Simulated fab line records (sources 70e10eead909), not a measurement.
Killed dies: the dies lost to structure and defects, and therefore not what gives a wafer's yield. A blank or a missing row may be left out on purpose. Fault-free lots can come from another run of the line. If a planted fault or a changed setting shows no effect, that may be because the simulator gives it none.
What tool caused it? ; flow nand_harc ; Sampling: 21 lots, 63 wafers, 6 of 1302 route steps

## WHAT THE GAUGES READ, wafer by wafer
No reading from a measuring or inspecting step in the record can be judged against a usual standard deviation.

## WHAT TOOL EACH LOT RAN ON (gives the tool, then ch and the chambers of the sampled wafers, and finally the start)
lot;NHARC_A_CHANNEL_FILL_D2_STRIP_28;NHARC_A_CHANNEL_FILL_D2_CMP_10;NHARC_A_STAIRCASE_TRIM_16;NHARC_A_STAIRCASE_ETCH_27;NHARC_A_STAIRCASE_TRIM_198;NHARC_A_STAIRCASE_ETCH_223
L074;rie_diel-13 ch 1,2, day 14 17:15;cmp-02 ch 1,2,3, day 15 20:07;rie_diel-11 ch 0,1,3, no start;rie_diel-03 ch 1,2, no start;rie_diel-03 ch 0,1, no start;rie_diel-02 ch 2,3, no start
L075;rie_diel-12 ch 1,2,3, day 15 07:47;cmp-02 ch 1,2,3, day 16 07:17;rie_diel-03 ch 1,2, no start;rie_diel-11 ch 1,2, no start;rie_diel-02 ch 0,1, no start;rie_diel-02 ch 0,3, no start
L077;rie_diel-13 ch 0,2, day 15 21:54;cmp-02 ch 1,2, day 17 00:52;rie_diel-02 ch 0,1,3, no start;rie_diel-02 ch 0,2,3, no start;rie_diel-02 ch 0,1, no start;rie_diel-03 ch 1,3, no start
L076;rie_diel-12 ch 0,3, day 15 21:54;cmp-01 ch 0,2,3, day 16 21:10;rie_diel-11 ch 1,2, no start;rie_diel-11 ch 0,3, no start;rie_diel-02 ch 0,3, no start;rie_diel-11 ch 0,1,2, no start
L078;rie_diel-13 ch 0,2, day 16 09:11;cmp-01 ch 1,3, day 17 08:52;rie_diel-03 ch 0,1,3, no start;rie_diel-11 ch 0,2,3, no start;rie_diel-03 ch 0,1,3, no start;rie_diel-03 ch 0,3, no start
L080;rie_diel-12 ch 0,1,3, day 16 21:32;cmp-04 ch 0,2,3, day 17 20:47;rie_diel-11 ch 0,1,3, no start;rie_diel-11 ch 0,1,3, no start;rie_diel-02 ch 0,2,3, no start;rie_diel-02 ch 1,2,3, no start
L081;rie_diel-12 ch 0,2,3, day 17 18:04;cmp-04 ch 0,1,3, day 18 18:55;rie_diel-03 ch 1,3, no start;rie_diel-03 ch 1,2,3, no start;rie_diel-02 ch 2,3, no start;rie_diel-02 ch 0,2, no start
L083;rie_diel-13 ch 0,1,3, day 18 10:25;cmp-04 ch 1,2, day 19 07:20;rie_diel-02 ch 0,3, no start;rie_diel-02 ch 0,2,3, no start;rie_diel-03 ch 0,2, no start;rie_diel-03 ch 0,2, no start
L084;rie_diel-13 ch 0,1,2, day 19 00:09;cmp-02 ch 0,1, day 19 23:18;rie_diel-02 ch 1,2,3, no start;rie_diel-02 ch 1,2,3, no start;rie_diel-02 ch 0,2,3, no start;rie_diel-02 ch 1,2,3, no start
L085;rie_diel-12 ch 1,2,3, day 19 05:49;cmp-01 ch 0,1, day 20 04:17;rie_diel-02 ch 1,2, no start;rie_diel-11 ch 0,1,2, no start;rie_diel-02 ch 2,3, no start;rie_diel-11 ch 0,1, no start
L086;rie_diel-10 ch 0,3, day 19 14:31;cmp-02 ch 0,2,3, day 20 13:42;rie_diel-02 ch 0,1, no start;rie_diel-11 ch 1,2, no start;rie_diel-02 ch 0,1,3, no start;rie_diel-11 ch 0,3, no start
L087;rie_diel-13 ch 2,3, day 19 14:32;cmp-01 ch 0,1, day 20 13:39;rie_diel-03 ch 1,3, no start;rie_diel-03 ch 0,1,3, no start;rie_diel-11 ch 1,2,3, no start;rie_diel-03 ch 0,2,3, no start
L089;rie_diel-12 ch 0,1,2, day 20 16:02;cmp-04 ch 0,1,3, day 21 15:04;rie_diel-02 ch 2,3, no start;rie_diel-03 ch 2,3, no start;rie_diel-02 ch 0,2, no start;rie_diel-02 ch 2,3, no start
L088;rie_diel-13 ch 1,3, day 20 16:02;cmp-02 ch 0,1,3, day 21 15:02;rie_diel-03 ch 2,3, no start;rie_diel-11 ch 1,2, no start;rie_diel-03 ch 0,2,3, no start;rie_diel-03 ch 1,2,3, no start
L091;rie_diel-12 ch 1,3, day 21 04:50;cmp-04 ch 1,3, day 22 03:25;rie_diel-03 ch 1,2, no start;rie_diel-11 ch 0,1, no start;rie_diel-02 ch 0,2, no start;rie_diel-11 ch 1,3, no start
L090;rie_diel-10 ch 0,3, day 21 04:50;cmp-01 ch 0,2,3, day 22 03:28;rie_diel-03 ch 0,3, no start;rie_diel-02 ch 1,2,3, no start;rie_diel-11 ch 0,3, no start;rie_diel-03 ch 1,2, no start
L093;rie_diel-12 ch 1,2,3, day 22 15:40;cmp-02 ch 1,2,3, day 23 15:52;rie_diel-02 ch 0,1,3, no start;rie_diel-03 ch 0,1,3, no start;rie_diel-02 ch 1,2,3, no start;rie_diel-02 ch 0,1,2, no start
L094;rie_diel-12 ch 0,2,3, day 23 07:43;cmp-01 ch 1,2,3, day 24 06:52;rie_diel-03 ch 1,2,3, no start;rie_diel-02 ch 1,2,3, no start;rie_diel-03 ch 2,3, no start;rie_diel-03 ch 1,2,3, no start
L095;rie_diel-12 ch 1,2,3, day 23 11:01;cmp-04 ch 1,2,3, day 24 10:23;rie_diel-02 ch 0,1,2, no start;rie_diel-02 ch 0,1,3, no start;rie_diel-11 ch 0,1,2, no start;rie_diel-11 ch 0,2,3, no start
L097;rie_diel-13 ch 0,3, day 24 03:18;cmp-04 ch 1,2,3, day 25 02:58;rie_diel-11 ch 2,3, no start;rie_diel-02 ch 0,1, no start;rie_diel-11 ch 1,2,3, no start;rie_diel-03 ch 0,1,3, no start
L096;rie_diel-12 ch 0,2,3, day 24 03:18;cmp-04 ch 0,1,3, day 25 02:47;rie_diel-03 ch 0,2,3, no start;rie_diel-03 ch 0,1,3, no start;rie_diel-02 ch 0,1, no start;rie_diel-11 ch 0,3, no start
- NHARC_A_CHANNEL_FILL_D2_STRIP_28: strips in O2, time 20 s.
- NHARC_A_CHANNEL_FILL_D2_CMP_10: polishes, target thk 150 nm.
- NHARC_A_STAIRCASE_TRIM_16: chemistry O2, time 211.2 s.
- NHARC_A_STAIRCASE_ETCH_27: etches the open film in C4F8/O2, target depth 100 nm, time 40.5 s.
- NHARC_A_STAIRCASE_TRIM_198: chemistry O2, time 211.2 s.
- NHARC_A_STAIRCASE_ETCH_223: etches the open film in C4F8/O2, target depth 100 nm, time 40.5 s.

## AS READ BY THE TOOLS THEMSELVES (means over the sampled wafers that have a number; for cases with no such wafer, the mark the record gives instead)
NHARC_A_CHANNEL_FILL_D2_STRIP_28.
lot;tool;chamber_pressure_mTorr (mTorr);drypump_motor_current_A (A);oes_product_au (a.u.);rf_vpp_V (V);showerhead_plenum_p_Torr (Torr);throttle_valve_pct (%)
L074;rie_diel-13;60.01;5.1;0.995;56.4;3.33;17.042
L075;rie_diel-12;60.02;5.6;0.994;57.6;3.55;17.037
L077;rie_diel-13;59.99;5.1;0.984;57.2;3.33;17.035
L076;rie_diel-12;59.94;5.6;1.004;57.9;3.42;17.038
L078;rie_diel-13;59.97;5.3;0.979;57.6;3.32;17.046
L080;rie_diel-12;59.99;5.5;1.006;57.7;3.48;17.043
L081;rie_diel-12;59.98;6.0;1.009;58.2;3.45;17.034
L083;rie_diel-13;60.03;5.4;0.991;57.6;3.37;17.037
L084;rie_diel-13;60.03;5.2;0.993;57.8;3.33;17.036
L085;rie_diel-12;60.03;5.6;1.002;58.0;3.54;17.043
L086;rie_diel-10;60.10;6.4;0.989;58.9;3.48;17.038
L087;rie_diel-13;60.03;5.1;0.998;57.6;3.36;17.038
L089;rie_diel-12;59.99;5.9;1.003;57.1;3.50;17.033
L088;rie_diel-13;59.99;5.3;0.993;57.0;3.38;17.024
L091;rie_diel-12;60.07;5.2;0.985;57.7;3.52;17.039
L090;rie_diel-10;59.95;6.3;1.007;57.2;3.60;17.033
L093;rie_diel-12;60.01;5.6;0.998;57.4;3.54;17.035
L094;rie_diel-12;60.01;6.0;0.998;58.1;3.45;17.044
L095;rie_diel-12;59.94;5.6;1.010;57.7;3.54;17.053
L097;rie_diel-13;60.00;5.4;1.016;57.9;3.41;17.026
L096;rie_diel-12;60.01;6.0;1.008;57.2;3.45;17.033

NHARC_A_CHANNEL_FILL_D2_CMP_10.
lot;tool;motor_current_A (A);pad_life_wafers;slurry_filter_dp_kPa (kPa);time_to_endpoint_s (s)
L074;cmp-02;11.4;45;13.41;14.3
L075;cmp-02;11.7;117;13.54;17.3
L077;cmp-02;11.9;168;13.46;16.5
L076;cmp-01;10.9;332;13.48;14.3
L078;cmp-01;12.2;19;13.47;10.7
L080;cmp-04;11.9;277;13.49;17.0
L081;cmp-04;12.3;2;13.44;15.0
L083;cmp-04;11.8;48;13.49;17.5
L084;cmp-02;12.6;56;13.53;12.9
L085;cmp-01;11.8;258;13.48;15.8
L086;cmp-02;11.4;123;13.57;16.2
L087;cmp-01;11.8;296;13.52;14.6
L089;cmp-04;12.4;320;13.64;18.4
L088;cmp-02;12.3;224;13.52;13.8
L091;cmp-04;11.9;355;13.54;14.5
L090;cmp-01;11.4;74;13.56;13.4
L093;cmp-02;11.3;7;13.50;14.1
L094;cmp-01;11.5;230;13.38;11.6
L095;cmp-04;11.8;169;13.44;16.9
L097;cmp-04;11.9;254;13.53;15.3
L096;cmp-04;11.9;248;13.53;17.7

NHARC_A_STAIRCASE_TRIM_16.
lot;tool;chamber_pressure_mTorr (mTorr);drypump_motor_current_A (A);oes_product_au (a.u.);rf_vpp_V (V);showerhead_plenum_p_Torr (Torr);throttle_valve_pct (%)
L074;rie_diel-11;60.00;5.9;0.998;57.8;3.62;17.021
L075;rie_diel-03;60.00;6.2;1.003;58.0;3.50;17.032
L077;rie_diel-02;59.98;5.8;0.996;57.2;3.66;17.037
L076;rie_diel-11;60.00;5.6;1.013;57.6;3.43;17.036
L078;rie_diel-03;59.98;6.2;1.000;56.4;3.40;17.049
L080;rie_diel-11;60.02;5.9;1.003;58.2;3.61;17.044
L081;rie_diel-03;60.00;6.1;1.001;57.0;3.38;17.040
L083;rie_diel-02;59.98;5.7;0.988;57.6;3.69;17.043
L084;rie_diel-02;60.02;5.7;0.988;57.7;3.62;17.039
L085;rie_diel-02;59.97;5.7;1.005;58.1;3.59;17.029
L086;rie_diel-02;60.05;5.7;0.997;57.6;3.57;17.038
L087;rie_diel-03;59.92;6.2;0.994;57.7;3.41;17.037
L089;rie_diel-02;60.00;5.7;0.997;58.4;3.64;17.035
L088;rie_diel-03;60.02;6.6;0.985;58.8;3.66;17.027
L091;rie_diel-03;59.99;6.3;1.009;58.0;3.48;17.036
L090;rie_diel-03;60.02;6.3;0.994;56.5;3.41;17.033
L093;rie_diel-02;60.03;5.7;0.989;58.8;3.63;17.035
L094;rie_diel-03;60.01;6.3;0.997;57.6;3.50;17.040
L095;rie_diel-02;59.97;5.6;0.998;58.3;3.52;17.044
L097;rie_diel-11;60.04;6.2;1.002;58.1;3.59;17.036
L096;rie_diel-03;60.01;6.5;0.991;57.8;3.51;17.042

NHARC_A_STAIRCASE_ETCH_27.
lot;tool;chamber_pressure_mTorr (mTorr);oes_product_au (a.u.);rf_vpp_V (V)
L074;rie_diel-03;25.012;0.954;894
L075;rie_diel-11;24.998;0.950;892
L077;rie_diel-02;24.990;0.934;898
L076;rie_diel-11;24.995;0.945;902
L078;rie_diel-11;25.007;0.942;896
L080;rie_diel-11;25.005;0.950;898
L081;rie_diel-03;24.980;0.946;896
L083;rie_diel-02;24.984;0.937;898
L084;rie_diel-02;24.987;0.924;899
L085;rie_diel-11;24.989;0.941;893
L086;rie_diel-11;24.982;0.943;889
L087;rie_diel-03;25.009;0.951;891
L089;rie_diel-03;25.013;0.944;897
L088;rie_diel-11;24.999;0.952;889
L091;rie_diel-11;24.971;0.941;894
L090;rie_diel-02;25.006;0.949;899
L093;rie_diel-03;25.013;0.944;890
L094;rie_diel-02;24.977;0.946;900
L095;rie_diel-02;24.963;0.941;900
L097;rie_diel-02;25.003;0.951;897
L096;rie_diel-03;25.010;0.933;890

NHARC_A_STAIRCASE_TRIM_198.
lot;tool;chamber_pressure_mTorr (mTorr);drypump_motor_current_A (A);oes_product_au (a.u.);rf_vpp_V (V);showerhead_plenum_p_Torr (Torr);throttle_valve_pct (%)
L074;rie_diel-03;60.05;6.1;1.013;57.4;3.37;17.035
L075;rie_diel-02;59.99;5.7;1.004;58.0;3.58;17.045
L077;rie_diel-02;60.00;5.7;1.006;58.9;3.63;17.029
L076;rie_diel-02;60.04;5.7;0.989;58.2;3.70;17.037
L078;rie_diel-03;59.98;6.3;1.006;57.0;3.40;17.034
L080;rie_diel-02;60.00;5.6;0.994;57.8;3.58;17.037
L081;rie_diel-02;59.95;5.6;1.000;57.6;3.54;17.032
L083;rie_diel-03;60.01;6.4;0.995;57.8;3.50;17.034
L084;rie_diel-02;59.97;5.7;0.987;57.7;3.57;17.039
L085;rie_diel-02;59.95;5.7;0.988;58.7;3.65;17.034
L086;rie_diel-02;60.01;5.7;0.990;58.3;3.65;17.034
L087;rie_diel-11;59.98;5.9;1.002;57.4;3.51;17.044
L089;rie_diel-02;59.99;5.6;0.995;57.8;3.44;17.041
L088;rie_diel-03;60.01;6.5;1.000;56.9;3.53;17.043
L091;rie_diel-02;60.00;5.6;0.997;58.3;3.44;17.037
L090;rie_diel-11;59.97;6.3;0.985;58.4;3.68;17.036
L093;rie_diel-02;60.00;5.7;0.999;57.5;3.60;17.045
L094;rie_diel-03;59.97;6.4;0.986;57.4;3.54;17.037
L095;rie_diel-11;60.04;5.7;1.000;57.9;3.42;17.043
L097;rie_diel-11;60.00;5.9;0.996;57.9;3.49;17.036
L096;rie_diel-02;59.96;5.7;0.996;58.8;3.55;17.040

NHARC_A_STAIRCASE_ETCH_223.
lot;tool;chamber_pressure_mTorr (mTorr);oes_product_au (a.u.);rf_vpp_V (V)
L074;rie_diel-02;25.012;0.932;902
L075;rie_diel-02;24.983;0.925;898
L077;rie_diel-03;25.036;0.934;892
L076;rie_diel-11;25.009;0.952;893
L078;rie_diel-03;24.999;0.942;892
L080;rie_diel-02;24.977;0.953;900
L081;rie_diel-02;25.011;0.937;895
L083;rie_diel-03;25.010;0.939;900
L084;rie_diel-02;25.012;0.939;899
L085;rie_diel-11;24.994;0.947;895
L086;rie_diel-11;25.004;0.937;902
L087;rie_diel-03;25.009;0.936;895
L089;rie_diel-02;24.999;0.940;896
L088;rie_diel-03;24.992;0.943;895
L091;rie_diel-11;25.003;0.930;898
L090;rie_diel-03;25.003;0.948;894
L093;rie_diel-02;25.004;0.951;896
L094;rie_diel-03;24.990;0.929;895
L095;rie_diel-11;25.005;0.929;897
L097;rie_diel-03;25.000;0.933;890
L096;rie_diel-11;24.987;0.943;898

## THE ANSWER, worked out from the rows above alone
Rule: the lots themselves supply what counts as usual. The widest of any qualifying gaps counts: lots, ordered by their means at a reading, are off when they make up no more than a third of the lots, leave a main group of 4 or more, and stand apart from it by 3 or more times the standard deviation of that group's means. Not used: any main group whose means are identical at the precision the tables above print for the reading. A lot without any number at a reading at which 4 lots or more have one is off too. All remaining lots with rows at the step are treated as sound. First the gauges in route order, then the tools' own readings, where a lot's mean is used as printed above. The first step at which some lot is off is used, and at that step the reading that is off furthest; a lot without a number counts as furthest.
No lot is off at any reading shown: from this, nothing can be told.

## WHAT WAS PUT IN BY THE SIMULATOR
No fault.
